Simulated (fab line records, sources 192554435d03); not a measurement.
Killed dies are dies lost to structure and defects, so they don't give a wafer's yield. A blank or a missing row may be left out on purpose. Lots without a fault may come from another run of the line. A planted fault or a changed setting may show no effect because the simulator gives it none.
A struck lot beside a sound one | flow n5_finfet | 16 steps out of a route of 1938
Sound: wafers L743.1, L743.3, L743.6. Struck: wafer L753.6. (L753.2 of the same lot was not struck and is left out.) The cause comes at the end.
At each step with rows: each side's tool, then ch and its chambers, then its first start. Under that, the readings that differ: sound wafers | struck wafers | difference of the means | sigmas: that difference in standard deviations of wafers without a fault.
alike: readings whose means differ by less than 2 such deviations, and words and numbers that are the same on both sides. not compared: withheld readings, readings that some wafer has no value for, bounds like >300 that may hide the same value, and numbers for which the record gives no deviation and whose values overlap.
The two part at a step that has a row with sigmas, a row that says differs or no value, or rows on one side only. Numbers that don't overlap but have no deviation are shown without sigmas and don't part them. A reading that every wafer of one side lacks parts them only if that side has two wafers or more.

first, 11 steps without rows for these wafers: N5_MOL_CONTACT_COAG_DESCUM_45 (chemistry O2, time 7 s); N5_MOL_CONTACT_COAG_ETCH_65 (etches underlayer in N2/H2, target depth 13 nm, time 10.4 s); N5_MOL_CONTACT_COAG_ETCH_66 (etches SiARC in CF4, target depth 13 nm, time 21.7 s); N5_MOL_CONTACT_COAG_ALD_133 (deposits SiO2, target thk 5 nm, pulse time 1 s, co reactant pulse time 1 s); N5_MOL_CONTACT_COAG_ETCHBACK_134 (etches SiO2 in CHF3, target depth 10 nm, time 6.7 s); N5_MOL_CONTACT_COAG_ETCH_67 (etches SOC in N2/H2, target depth 60 nm, overetch 21 nm, time 101.2 s); N5_MOL_CONTACT_COAG_STRIP_68 (strips in N2/H2); N5_MOL_CONTACT_COAG_STRIP_69 (strips in N2/H2); N5_MOL_CONTACT_COAG_ETCHBACK_136 (etches SiO2 in CHF3, target depth 25 nm, time 16.7 s); N5_MOL_CONTACT_COAG_STRIP_120 (strips in CHF3); N5_MOL_CONTACT_COAG_VIA_ETCH_117 (etches SiO2 in C4F6/O2, target depth 40 nm, overetch 8 nm, time 26 s).
N5_MOL_CONTACT_COAG_ETCH_124: etches SiNx in CH3F/O2, stops on SiOC, target depth 6.5 nm.
  sound on rie_diel-01 ch 0,1, day 5 11:28; struck on rie_diel-01 ch 0, day 7 21:27
  reading                                           | sound          | struck | difference | sigmas
  model.SOC_of_MOL_CONTACT_COAG_COAT_62.thk_nm (nm) | 48.8 48.2 48.2 | 49     | +1         |
  alike: CH3F_flow_sccm, drypump_motor_current_A, oes_ar_750_au, oes_product_au, rf_fwd_power_W, rf_vpp_V, showerhead_plenum_p_Torr, throttle_valve_pct
  not compared: rf_hours_counter_h
N5_MOL_CONTACT_COAG_ETCH_48: etches SiOC in C4F6/O2, target depth 15 nm, overetch 4.5 nm, time 17 s.
  sound on rie_diel-01 ch 0,1, day 5 11:30; struck on rie_diel-01 ch 0, day 7 21:29
  reading                                           | sound        | struck | difference | sigmas
  model.SOC_of_MOL_CONTACT_COAG_COAT_62.thk_nm (nm) | 46 45.4 45.6 | 46.4   | +0.7       |
  alike: drypump_motor_current_A, oes_ar_750_au, oes_product_au, rf_fwd_power_W, rf_vpp_V, showerhead_plenum_p_Torr, throttle_valve_pct
  not compared: rf_hours_counter_h
then, 1 step without rows for these wafers: N5_MOL_CONTACT_COAG_STRIP_72 (strips in N2/H2).
-- the record jumps here: 3 days lie between the struck wafers' starts before and after (it left off in module MOL_CONTACT_COAG and takes up again in module BEOL_M4, whose first step shown is number 1111 of the route) --
N5_BEOL_M4_RC_MEAS_101:
  sound on prober-02 ch 0, day 8 08:46; struck on prober-02 ch 0, day 10 17:14
  reading       | sound          | struck | difference | sigmas
  SS_P (mV/dec) | 73.5 73.2 72.1 | 74.7   | +1.8       | +2
  alike: DIBL_N, DIBL_P, IOFF_N, IOFF_P, ION_N, ION_P, SS_N, VT_N, VT_P
-- the record jumps here: 4 days lie between the struck wafers' starts before and after (it left off in module BEOL_M4 and takes up again in module PASSIVATION, whose first step shown is number 1936 of the route) --
N5_PASSIVATION_PROBE_49:
  the record has rows for the struck wafers here (prober-01, day 15 01:43) and none for the sound ones

WHERE THEY PART
First at N5_BEOL_M4_RC_MEAS_101; last, within this record, at N5_PASSIVATION_PROBE_49.

WHY: what the simulator had put in
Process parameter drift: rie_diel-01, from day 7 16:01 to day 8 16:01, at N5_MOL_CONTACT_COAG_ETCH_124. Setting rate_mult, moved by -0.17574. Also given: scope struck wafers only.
